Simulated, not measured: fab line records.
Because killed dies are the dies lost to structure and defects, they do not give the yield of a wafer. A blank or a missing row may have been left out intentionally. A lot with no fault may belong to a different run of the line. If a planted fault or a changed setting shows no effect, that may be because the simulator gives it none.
Chamber matching -- flow n5Finfet -- 3 sister chambers for N5_PASSIVATION_PECVD_01 on pecvd-04
The step deposits SiNx from SiH4/NH3/N2, target thk 200 nm, time 43.2 s. 6 wafers are shown with their chamber, then 9 later ones without.

== WAFERS WITH THEIR CHAMBER ==
wafer,chamber,throttleValvePct (%),showerheadPlenumPTorr (Torr)
L081.2,1,35.7,8.69
L085.2,0,29.7,8.84
L085.4,1,35.9,8.68
L092.1,2,29.0,8.56
L092.3,2,29.1,8.54
L092.5,0,29.8,8.84

== WAFERS WITH NO CHAMBER GIVEN ==
wafer,throttleValvePct (%),showerheadPlenumPTorr (Torr)
L097.1,29.8,8.82
L097.4,29.8,8.82
L097.6,30.1,8.82
L096.2,28.4,8.69
L096.3,29.9,8.82
L096.4,28.1,8.65
L095.2,29.8,8.83
L095.4,29.8,8.82
L095.5,30.0,8.82

== CHAMBER TAKEN BY EACH ==
wafer,from the rows above,in truth
L097.1,0,0
L097.4,0,0
L097.6,0,0
L096.2,2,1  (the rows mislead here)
L096.3,0,0
L096.4,2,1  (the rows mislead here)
L095.2,0,0
L095.4,0,0
L095.5,0,0
7 of 9 placed correctly. Not placeable from these rows: 0. Placed wrongly: 2.
How it was worked out, from the rows above alone: a wafer's distance from a chamber is the root of the sum, over the readings, of the square of ((its reading less the chamber's mean) divided by the reading's scatter). If the next closest chamber is less than 2 further off than the closest, the wafer can't be placed; otherwise it belongs to the closest. Each chamber's mean is taken over the wafers shown for it. The scatter is the square root of a quotient: the sum, over the shown wafers, of each reading's squared deviation from its chamber's mean, divided by wafers minus chambers.
